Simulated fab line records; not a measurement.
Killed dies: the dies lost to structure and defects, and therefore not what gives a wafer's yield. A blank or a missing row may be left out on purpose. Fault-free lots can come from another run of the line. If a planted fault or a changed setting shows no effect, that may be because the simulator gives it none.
Which tool is to blame?    flow n5 finfet    12 lots with 36 wafers sampled at 2 steps, on a route of 1938 steps

## WHAT EACH GAUGE READ, for each wafer
N5_BEOL_M1_CD_MEAS_28: target cd y 23.3 nm.
lot   measured      on         cd nm (nm)
L075  day 6 10:43   cd sem-03  24.15 23.99 23.85
L078  day 7 04:35   cd sem-03  23.77 23.92 23.72
L079  day 7 11:49   cd sem-01  23.76 23.89 24.11
L081  day 7 19:00   cd sem-03  23.93 23.22 23.73
L083  day 8 11:46   cd sem-01  23.43 23.56 23.79
L085  day 9 03:52   cd sem-03  24.10 23.74 23.63
L087  day 9 12:10   cd sem-03  23.96 24.46 23.93
L089  day 9 19:58   cd sem-01  23.79 23.78 23.83
L090  day 10 07:24  cd sem-02  23.75 24.03 23.79
L092  day 10 23:28  cd sem-01  23.46 23.78 23.69
L095  day 11 11:02  cd sem-01  24.49 24.02 23.45
L096  day 11 23:06  cd sem-01  23.81 23.84 23.86

## WHICH TOOL RAN EACH LOT (tool, then ch and the chambers of the sampled wafers, then the start)
lot   N5_BEOL_M1_STRIP_66
L075  rie diel-01 ch 2,3, day 6 10:04
L078  rie diel-03 ch 0,1,2, day 7 03:48
L079  rie diel-03 ch 0,3, day 7 11:07
L081  rie diel-01 ch 0,1,2, day 7 18:28
L083  rie diel-01 ch 0,1, day 8 10:50
L085  rie diel-01 ch 0,1,3, day 9 03:15
L087  rie diel-03 ch 0,1,3, day 9 11:35
L089  rie diel-01 ch 1,3, day 9 19:18
L090  rie diel-01 ch 0,2, day 10 06:41
L092  rie diel-03 ch 2,3, day 10 22:51
L095  rie diel-05 ch 1,2, day 11 10:29
L096  rie diel-05 ch 0,2,3, day 11 22:12
- N5_BEOL_M1_STRIP_66: strips in CF4.

## THE ANSWER, worked out from the rows above alone
Rule: usual is defined by the lots themselves. Put in order of their means at a reading, lots are off if they are a third of the lots or fewer, leave a main group of 4 or more, and stand apart from it by a gap of 3 or more times the standard deviation of the main group's means; of several such gaps the widest counts. If all means in a main group match to the digits the tables above print for the reading, that group is not used. A lot without any number at a reading at which 4 lots or more have one is off too. The other lots that the step has rows for count as sound.
No lot is off on any of the readings shown, so nothing can be concluded from this.

## WHAT WAS PUT IN BY THE SIMULATOR
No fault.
